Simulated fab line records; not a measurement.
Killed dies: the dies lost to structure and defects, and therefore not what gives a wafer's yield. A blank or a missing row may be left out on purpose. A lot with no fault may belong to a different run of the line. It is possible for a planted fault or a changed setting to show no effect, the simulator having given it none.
Split-lot study || flow n5-finfet || 39 wafers read across 7 lots, on a route 1938 steps long

== SPLIT DETAILS ==
At N5_GATE_CUT_ETCH_56 (etches TiN in Cl2/Ar, target depth 21.6 nm), the setting target-depth-a was moved away from the recipe's 216 angstrom on 12 of the 39 wafers read, by -39.8% to +56.6%. For the rest of the wafers, this setting stayed at what the recipe calls for.

The reading is taken at the split's own step.

== THE READING ==
etch.depth-nm (the simulator's own value, which no gauge read), in nm, at N5_GATE_CUT_ETCH_56 (etches TiN in Cl2/Ar, target depth 21.6 nm). There is no usual value for it anywhere in the file. Average 21.83 nm, standard deviation 0.28 nm, over the 27 wafers here run with the recipe.

{"wafer": "L078.1", "tool, chamber at the split": "rie-metal-01, 1", "target-depth-a as run, angstrom": 252.4, "against the recipe": "+16.9%", "etch.depth-nm, nm": 25.32, "against lot-mates on the recipe": "+3.43"}
{"wafer": "L078.2", "tool, chamber at the split": "rie-metal-01, 0", "target-depth-a as run, angstrom": 216, "against the recipe": "recipe", "etch.depth-nm, nm": 21.89, "against lot-mates on the recipe": "-"}
{"wafer": "L078.3", "tool, chamber at the split": "rie-metal-01, 1", "target-depth-a as run, angstrom": 252.4, "against the recipe": "+16.9%", "etch.depth-nm, nm": 25.28, "against lot-mates on the recipe": "+3.39"}
{"wafer": "L078.4", "tool, chamber at the split": "rie-metal-01, 0", "target-depth-a as run, angstrom": 216, "against the recipe": "recipe", "etch.depth-nm, nm": 22.01, "against lot-mates on the recipe": "-"}
{"wafer": "L078.5", "tool, chamber at the split": "rie-metal-01, 1", "target-depth-a as run, angstrom": 252.4, "against the recipe": "+16.9%", "etch.depth-nm, nm": 25.35, "against lot-mates on the recipe": "+3.46"}
{"wafer": "L078.6", "tool, chamber at the split": "rie-metal-01, 0", "target-depth-a as run, angstrom": 216, "against the recipe": "recipe", "etch.depth-nm, nm": 21.76, "against lot-mates on the recipe": "-"}
{"wafer": "L079.1", "tool, chamber at the split": "rie-metal-02, 1", "target-depth-a as run, angstrom": 216, "against the recipe": "recipe", "etch.depth-nm, nm": 21.73, "against lot-mates on the recipe": "-"}
{"wafer": "L079.2", "tool, chamber at the split": "rie-metal-02, 0", "target-depth-a as run, angstrom": 130, "against the recipe": "-39.8%", "etch.depth-nm, nm": 13.43, "against lot-mates on the recipe": -8.30}
{"wafer": "L079.3", "tool, chamber at the split": "rie-metal-02, 0", "target-depth-a as run, angstrom": 130, "against the recipe": "-39.8%", "etch.depth-nm, nm": 13.33, "against lot-mates on the recipe": -8.40}
{"wafer": "L079.4", "tool, chamber at the split": "rie-metal-02, 1", "target-depth-a as run, angstrom": 216, "against the recipe": "recipe", "etch.depth-nm, nm": 21.78, "against lot-mates on the recipe": "-"}
{"wafer": "L079.5", "tool, chamber at the split": "rie-metal-02, 1", "target-depth-a as run, angstrom": 216, "against the recipe": "recipe", "etch.depth-nm, nm": 21.68, "against lot-mates on the recipe": "-"}
{"wafer": "L079.6", "tool, chamber at the split": "rie-metal-02, 0", "target-depth-a as run, angstrom": 130, "against the recipe": "-39.8%", "etch.depth-nm, nm": 13.39, "against lot-mates on the recipe": -8.34}
{"wafer": "L083.1", "tool, chamber at the split": "rie-metal-02, 1", "target-depth-a as run, angstrom": 216, "against the recipe": "recipe", "etch.depth-nm, nm": 21.44, "against lot-mates on the recipe": "-"}
{"wafer": "L083.2", "tool, chamber at the split": "rie-metal-02, 0", "target-depth-a as run, angstrom": 216, "against the recipe": "recipe", "etch.depth-nm, nm": 21.97, "against lot-mates on the recipe": "-"}
{"wafer": "L083.3", "tool, chamber at the split": "rie-metal-02, 1", "target-depth-a as run, angstrom": 216, "against the recipe": "recipe", "etch.depth-nm, nm": 21.38, "against lot-mates on the recipe": "-"}
{"wafer": "L083.4", "tool, chamber at the split": "rie-metal-02, 0", "target-depth-a as run, angstrom": 216, "against the recipe": "recipe", "etch.depth-nm, nm": 22.09, "against lot-mates on the recipe": "-"}
{"wafer": "L083.5", "tool, chamber at the split": "rie-metal-02, 1", "target-depth-a as run, angstrom": 216, "against the recipe": "recipe", "etch.depth-nm, nm": 21.36, "against lot-mates on the recipe": "-"}
{"wafer": "L083.6", "tool, chamber at the split": "rie-metal-02, 0", "target-depth-a as run, angstrom": 216, "against the recipe": "recipe", "etch.depth-nm, nm": 21.74, "against lot-mates on the recipe": "-"}
{"wafer": "L085.1", "tool, chamber at the split": "rie-metal-01, 1", "target-depth-a as run, angstrom": 216, "against the recipe": "recipe", "etch.depth-nm, nm": 21.78, "against lot-mates on the recipe": "-"}
{"wafer": "L085.2", "tool, chamber at the split": "rie-metal-01, 0", "target-depth-a as run, angstrom": 216, "against the recipe": "recipe", "etch.depth-nm, nm": 22.01, "against lot-mates on the recipe": "-"}
{"wafer": "L085.3", "tool, chamber at the split": "rie-metal-01, 0", "target-depth-a as run, angstrom": 216, "against the recipe": "recipe", "etch.depth-nm, nm": 21.7, "against lot-mates on the recipe": "-"}
{"wafer": "L085.4", "tool, chamber at the split": "rie-metal-01, 1", "target-depth-a as run, angstrom": 216, "against the recipe": "recipe", "etch.depth-nm, nm": 21.93, "against lot-mates on the recipe": "-"}
{"wafer": "L085.5", "tool, chamber at the split": "rie-metal-01, 0", "target-depth-a as run, angstrom": 216, "against the recipe": "recipe", "etch.depth-nm, nm": 21.86, "against lot-mates on the recipe": "-"}
{"wafer": "L085.6", "tool, chamber at the split": "rie-metal-01, 1", "target-depth-a as run, angstrom": 216, "against the recipe": "recipe", "etch.depth-nm, nm": 21.82, "against lot-mates on the recipe": "-"}
{"wafer": "L088.1", "tool, chamber at the split": "rie-metal-03, 1", "target-depth-a as run, angstrom": 172.9, "against the recipe": "-20.0%", "etch.depth-nm, nm": 18.2, "against lot-mates on the recipe": -4.19}
{"wafer": "L088.2", "tool, chamber at the split": "rie-metal-03, 0", "target-depth-a as run, angstrom": 172.9, "against the recipe": "-20.0%", "etch.depth-nm, nm": 17.69, "against lot-mates on the recipe": -4.70}
{"wafer": "L088.3", "tool, chamber at the split": "rie-metal-03, 1", "target-depth-a as run, angstrom": 216, "against the recipe": "recipe", "etch.depth-nm, nm": 22.45, "against lot-mates on the recipe": "-"}
{"wafer": "L088.4", "tool, chamber at the split": "rie-metal-03, 0", "target-depth-a as run, angstrom": 172.9, "against the recipe": "-20.0%", "etch.depth-nm, nm": 17.58, "against lot-mates on the recipe": -4.81}
{"wafer": "L088.5", "tool, chamber at the split": "rie-metal-03, 1", "target-depth-a as run, angstrom": 216, "against the recipe": "recipe", "etch.depth-nm, nm": 22.58, "against lot-mates on the recipe": "-"}
{"wafer": "L088.6", "tool, chamber at the split": "rie-metal-03, 0", "target-depth-a as run, angstrom": 216, "against the recipe": "recipe", "etch.depth-nm, nm": 22.13, "against lot-mates on the recipe": "-"}
{"wafer": "L092.1", "tool, chamber at the split": "rie-metal-01, 0", "target-depth-a as run, angstrom": 216, "against the recipe": "recipe", "etch.depth-nm, nm": 21.73, "against lot-mates on the recipe": "-"}
{"wafer": "L092.2", "tool, chamber at the split": "rie-metal-01, 1", "target-depth-a as run, angstrom": 338.3, "against the recipe": "+56.6%", "etch.depth-nm, nm": 33.58, "against lot-mates on the recipe": "+11.91"}
{"wafer": "L092.3", "tool, chamber at the split": "rie-metal-01, 0", "target-depth-a as run, angstrom": 338.3, "against the recipe": "+56.6%", "etch.depth-nm, nm": 34, "against lot-mates on the recipe": "+12.33"}
{"wafer": "L092.4", "tool, chamber at the split": "rie-metal-01, 1", "target-depth-a as run, angstrom": 338.3, "against the recipe": "+56.6%", "etch.depth-nm, nm": 33.72, "against lot-mates on the recipe": "+12.05"}
{"wafer": "L092.5", "tool, chamber at the split": "rie-metal-01, 0", "target-depth-a as run, angstrom": 216, "against the recipe": "recipe", "etch.depth-nm, nm": 21.65, "against lot-mates on the recipe": "-"}
{"wafer": "L092.6", "tool, chamber at the split": "rie-metal-01, 1", "target-depth-a as run, angstrom": 216, "against the recipe": "recipe", "etch.depth-nm, nm": 21.62, "against lot-mates on the recipe": "-"}
{"wafer": "L096.2", "tool, chamber at the split": "rie-metal-02, 0", "target-depth-a as run, angstrom": 216, "against the recipe": "recipe", "etch.depth-nm, nm": 21.95, "against lot-mates on the recipe": "-"}
{"wafer": "L096.4", "tool, chamber at the split": "rie-metal-02, 0", "target-depth-a as run, angstrom": 216, "against the recipe": "recipe", "etch.depth-nm, nm": 22.03, "against lot-mates on the recipe": "-"}
{"wafer": "L096.6", "tool, chamber at the split": "rie-metal-02, 1", "target-depth-a as run, angstrom": 216, "against the recipe": "recipe", "etch.depth-nm, nm": 21.47, "against lot-mates on the recipe": "-"}

THE FIT
A straight line over all 39 wafers: etch.depth-nm changes by +0.21 nm for each +1% of target-depth-a; r = +1.00; the points scatter about the line by 0.26 nm.
The same after taking each lot's own level away (the mean of its wafers on the recipe; 39 wafers): +0.213 nm for each +1%; r = +1.00; scatter 0.21 nm.
According to that fit, moving target-depth-a by its largest amount changes the reading by 12 nm.
Across the lots, their own levels run from 21.663 to 22.387 nm, a range of 2.6 times the standard deviation given above.
The two slopes are in agreement: the lot-to-lot level therefore moves the slope only a little.
Check: with one of the wafers moved furthest among these (+56.6%) left out of the fit, the line predicts +12.1 nm for it against its lot-mates. It came out at +11.9 nm against them.

== ADDITIONAL SPLITS CARRIED BY THESE WAFERS ==
Before the reading, these wafers also passed through other splits. Each is held against what the fit with the lots' levels taken away leaves over:
{"other split on the same wafers": "N5_FIN_SAQP_PECVD_06 time-s", "wafers away from the commonest value": 9, "r with etch.depth-nm (lot level and that fit taken away)": "+0.24"}
{"other split on the same wafers": "N5_HKMG_FIN_PWFM_ALD_03 ald-cycles", "wafers away from the commonest value": 15, "r with etch.depth-nm (lot level and that fit taken away)": -0.16}

== FILE'S OWN FIT ==
etch.depth-nm changes by +0.213 nm for each +1% of target-depth-a, r = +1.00.
